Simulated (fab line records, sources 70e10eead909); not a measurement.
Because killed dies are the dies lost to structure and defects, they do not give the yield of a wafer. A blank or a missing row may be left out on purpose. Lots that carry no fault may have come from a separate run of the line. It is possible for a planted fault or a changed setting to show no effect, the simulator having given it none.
A lot that was struck, set against a sound lot :: flow nandHarc :: 27 steps out of a route of 1302
Sound: wafers L907.1, L907.4, L907.5. The struck wafers were L913.2, L913.3, L913.4. Last of all comes the cause.
At each step with rows: each side's tool, then ch and its chambers, then its first start. Under that, the readings that differ: sound wafers :: struck wafers :: difference of the means :: sigmas: that difference in standard deviations of wafers without a fault.
alike: readings with means less than 2 such deviations apart, plus words and numbers identical on both sides. not compared: withheld readings, readings lacking a value on some wafer, bounds such as >300 that could conceal the same value, and numbers that have no deviation in the record and whose values overlap.
Wherever a step has rows on one side only, a row that says differs or no value, or a row with sigmas, the two part there. When numbers do not overlap yet have no deviation, they are printed without sigmas and do not part them. Lack of a reading on every wafer of one side parts them only where that side has two or more wafers.

first, 2 steps without rows for these wafers: NHARC_A_CHANNEL_HOLE_D1_DESCUM_15 (chemistry O2, time 3 s); NHARC_A_CHANNEL_HOLE_D1_ETCH_38 (etches the open film in CF4, target depth 39 nm, time 65 s).
NHARC_A_CHANNEL_HOLE_D1_ETCH_39: etches the open film in N2/H2, target depth 260 nm, time 325 s.
  sound: rieDiel-10 ch 0,1,3; struck: rieDiel-10 ch 1,2,3
  alike: drypumpMotorCurrentA, oesProductAu, rfVppV, showerheadPlenumPTorr, throttleValvePct
  not compared: rfHoursCounterH
NHARC_A_CHANNEL_HOLE_D1_ETCH_34: etches the open film in CF4/CHF3, target depth 154 nm, time 77 s.
  sound: rieDiel-10 ch 0,1,3; struck: rieDiel-10 ch 1,3
  alike: drypumpMotorCurrentA, oesProductAu, rfVppV, showerheadPlenumPTorr, throttleValvePct
  not compared: rfHoursCounterH
then, 1 step without rows for these wafers: NHARC_A_CHANNEL_HOLE_D1_ETCH_16 (etches the open film in O2/COS, target depth 3100 nm, time 806 s).
NHARC_A_CHANNEL_HOLE_D1_CD_MEAS_18:
  sound: cdSem-03 at day 12 20:38; struck: cdSem-02 at day 15 00:25
  alike: cdNm
NHARC_A_CHANNEL_HOLE_D1_ETCH_19: etches the open film in C4F8/O2/Ar, time 34.5 s.
  sound on harEtch-02 ch 0,1, day 12 22:47; struck on harEtch-02 ch 0,1, day 15 00:56
  alike: c4f8FlowSccm, drypumpMotorCurrentA, showerheadPlenumPTorr, throttleValvePct
  not compared: rfHoursCounterH
then, 1 step without rows for these wafers: NHARC_A_CHANNEL_HOLE_D1_ETCH_20 (etches the open film in C4F8/O2/Ar, time 361.9 s, target depth 1600 nm).
NHARC_A_CHANNEL_HOLE_D1_ETCH_21: etches the open film in C4F8/O2/Ar, time 514.3 s, target depth 1600 nm.
  sound on harEtch-02 ch 0,1, day 12 23:16; struck on harEtch-02 ch 0,1, day 15 01:25
  alike: c4f8FlowSccm, drypumpMotorCurrentA, showerheadPlenumPTorr, throttleValvePct
  not compared: rfHoursCounterH
then, 3 steps without rows for these wafers: NHARC_A_CHANNEL_HOLE_D1_ETCH_22 (etches the open film in C4F8/O2/Ar, time 666.7 s, target depth 1600 nm); NHARC_A_CHANNEL_HOLE_D1_ETCH_23 (etches the open film in C4F8/O2/Ar, time 819 s, target depth 1600 nm); NHARC_A_CHANNEL_HOLE_D1_ETCH_24 (etches the open film in C4F8/O2/Ar, time 906.2 s, target depth 1500 nm).
NHARC_A_CHANNEL_HOLE_D1_ETCH_25: etches the open film in C4F8/O2/Ar, time 1040.2 s, target depth 1500 nm.
  sound on harEtch-02 ch 0,1, day 13 01:48; struck on harEtch-02 ch 0,1, day 15 03:58
  alike: c4f8FlowSccm, drypumpMotorCurrentA, showerheadPlenumPTorr, throttleValvePct
  not compared: rfHoursCounterH
then, 9 steps without rows for these wafers: NHARC_A_CHANNEL_HOLE_D1_ETCH_26 (etches the open film in C4F8/O2/Ar, time 224.1 s, target depth 300 nm); NHARC_A_CHANNEL_HOLE_D1_ETCH_33 (etches the open film in C4F8/O2/Ar, time 90 s, target depth 400 nm); NHARC_A_CHANNEL_HOLE_D1_STRIP_41 (strips in N2/H2); NHARC_A_CHANNEL_HOLE_D1_STRIP_42 (strips in CF4/CHF3); NHARC_A_CHANNEL_HOLE_D1_STRIP_43 (strips in O2/COS); NHARC_A_CHANNEL_HOLE_D1_ETCH_44 (etches the open film in CF4/O2, target depth 140 nm, overetch 14 nm, time 77 s); NHARC_A_CHANNEL_HOLE_D1_STRIP_27 (strips in O2); NHARC_A_CHANNEL_HOLE_D1_PRECLEAN_28 (cleans in SC1); NHARC_A_CHANNEL_HOLE_D1_SRD_29.
NHARC_A_CHANNEL_HOLE_D1_CD_MEAS_30:
  sound: cdSem-03 at day 13 04:16; struck: cdSem-02 at day 15 06:26
  alike: cdNm
NHARC_A_CHANNEL_HOLE_D1_XSEM_31:
  sound on xsem-01 ch 0, day 13 04:21; struck on xsem-02 ch 0, day 15 06:32
  alike: botCdNm, bowNm, tiltDeg
NHARC_A_CHANNEL_HOLE_D1_INSPECT_40:
  sound: defectInspect-02 at day 13 04:27; struck: defectInspect-02 at day 15 06:38
reading: rawDefectCount
sound: 81 87 103
struck: 422 406 431
difference: +329
sigmas: +13
then, 1 step without rows for these wafers: NHARC_A_CHANNEL_FILL_D1_PRECLEAN_00 (cleans in SC1).
-- record jumps: 15 days between struck wafers' starts before vs after; left off in module A_CHANNEL_FILL_D1, resumes in module END, first step shown is number 1302 of the route --
NHARC_END_SORT_01:
  sound on prober-02 ch 0, day 28 14:47; struck on prober-01 ch 0, day 30 13:22
reading: killedAtArray
sound: 53 50 43
struck: 107 111 115
difference: +62
sigmas: +4

reading: killedDies
sound: 55 51 46
struck: 113 113 117
difference: +64
sigmas: +4
  alike: killedAtOther, killedAtPeriphery, killedOpen, killedShort

## WHERE THEY PART
Last at NHARC_END_SORT_01 as far as this record goes, first at NHARC_A_CHANNEL_HOLE_D1_INSPECT_40.

WHY: what had been put in by the simulator
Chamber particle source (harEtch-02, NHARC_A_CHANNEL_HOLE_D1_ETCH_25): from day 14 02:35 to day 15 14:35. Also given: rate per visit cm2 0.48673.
